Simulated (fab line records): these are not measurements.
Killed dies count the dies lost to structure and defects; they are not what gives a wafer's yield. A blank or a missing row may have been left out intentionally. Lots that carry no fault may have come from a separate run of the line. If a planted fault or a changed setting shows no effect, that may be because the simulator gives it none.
2 desks, one fault	flow n5 finfet	numbers are kept per desk, each desk with only its own; the story behind them comes last

== THE METROLOGY DESK ==
What the gauges read for every lot (on any tool): the sampled wafers with a number, averaged. A lot is out of limits, marked OUT, if its mean lies more than 4 standard deviations from the usual mean; the brackets give that distance. Only the readings that lie furthest out on some lot appear, 7 of the 11 it has.
Columns: A = DIBL_N at N5_BEOL_M4_RC_MEAS_101, usual 35.7 mV/V; B = DIBL_P at N5_BEOL_M4_RC_MEAS_101, usual 35.4 mV/V; C = IOFF_N at N5_BEOL_M4_RC_MEAS_101, usual 0.152 nA/um; D = IOFF_P at N5_BEOL_M4_RC_MEAS_101, usual 0.20 nA/um; E = ION_P at N5_BEOL_M4_RC_MEAS_101, usual 461 uA/um; F = SS_N at N5_BEOL_M4_RC_MEAS_101, usual 71.4 mV/dec; G = VT_N at N5_BEOL_M4_RC_MEAS_101, usual 251 mV
lot	first seen here	A	B	C	D	E	F	G
L274	day 4 16:13	35.6	37.9	0.179	0.25	472	71.2	246
L276	day 5 03:59	37.2	36.1	0.189	0.26	468	71.9	248
L291	day 9 01:04	34.3	32.7	0.133	0.18	459	71.0	252
L292	day 9 06:10	36.4	35.9	0.156	0.23	470	71.4	250
L293	day 9 13:48	36.1	35.6	0.157	0.20	465	71.4	250
L297	day 10 16:06	32.8	31.6	0.101	0.16	462	70.5	257
Finding of this desk: none of the 6 lots has anything out of limits.

== DESK OF THE TOOL OWNER: ald metal-01 ==
The tool's own readings at N5_MOL_CONTACT_COAG_ALD_20 (deposits TiN, target thk 1.5 nm, pulse time 1 s, purge time 3 s): means of the sampled wafers that have a number, for each lot that ran on this tool. A lot is out of limits, marked OUT, if its mean lies more than 4 standard deviations from the usual mean; the brackets give that distance.
Columns: A = heater power w at N5_MOL_CONTACT_COAG_ALD_20, usual 834 W; B = precursor pulse height rel at N5_MOL_CONTACT_COAG_ALD_20, usual 0.999; C = susceptor temp C at N5_MOL_CONTACT_COAG_ALD_20, usual 399.98 C
lot	first seen here	A	B	C
L274	day 4 16:49	739	1.015	400.00
L291	day 9 03:30	795	0.999	399.93
L292	day 9 07:38	793	1.008	399.79
Finding of this desk: none of the 3 lots has anything out of limits.

== TAKEN TOGETHER ==
Metrology desk: nothing out of limits seen.
The tool owner's desk saw nothing out of limits.

== WHAT HAD BEEN PUT IN BY THE SIMULATOR ==
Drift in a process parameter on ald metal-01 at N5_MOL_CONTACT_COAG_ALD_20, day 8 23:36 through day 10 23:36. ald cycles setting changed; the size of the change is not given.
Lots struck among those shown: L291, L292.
